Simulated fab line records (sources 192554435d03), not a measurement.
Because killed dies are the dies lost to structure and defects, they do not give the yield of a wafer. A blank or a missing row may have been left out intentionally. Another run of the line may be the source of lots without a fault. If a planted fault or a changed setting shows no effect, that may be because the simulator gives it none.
Chamber matching	flow n5_finfet	N5_GATE_CUT_CMP_43 on cmp-04: 4 sister chambers
The step polishes SiO2. 8 wafers are shown with their chamber, then 11 later ones without.

EACH WAFER AND ITS CHAMBER
wafer	chamber	motor_current_A (A)
L081.3	0	10.9
L083.2	3	13.1
L083.3	2	12.8
L083.6	3	12.7
L087.3	2	12.7
L087.4	1	12.0
L087.6	1	12.0
L088.1	0	10.6

WAFERS MISSING THEIR CHAMBER
wafer	motor_current_A (A)
L088.4	12.4
L088.6	13.5
L089.1	11.5
L089.2	13.0
L089.4	12.8
L095.2	11.3
L095.4	13.8
L095.6	12.9
L097.2	13.4
L097.3	12.5
L097.5	9.9

CHAMBER TAKEN BY EACH
wafer	from the rows above	in truth
L088.4	can't be placed: 2 or 1 or 3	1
L088.6	can't be placed: 3 or 2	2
L089.1	can't be placed: 1 or 0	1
L089.2	can't be placed: 3 or 2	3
L089.4	can't be placed: 2 or 3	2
L095.2	can't be placed: 0 or 1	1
L095.4	can't be placed: 3 or 2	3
L095.6	can't be placed: 3 or 2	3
L097.2	can't be placed: 3 or 2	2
L097.3	can't be placed: 2 or 3 or 1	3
L097.5	0	0
Correctly placed: 1 of 11. Cannot be placed on the basis of these rows: 10; the candidates contain the true chamber in 10. Number placed wrongly: 0.
How it was worked out, from the rows above alone: a wafer's distance from a chamber is the root of the sum, over the readings, of the square of ((its reading less the chamber's mean) divided by the reading's scatter). If the next closest chamber is less than 2 further off than the closest, the wafer can't be placed; otherwise it belongs to the closest. For every chamber, the mean is computed from those of its wafers that are shown. The scatter is the square root of a quotient: the sum, over the shown wafers, of each reading's squared deviation from its chamber's mean, divided by wafers minus chambers.
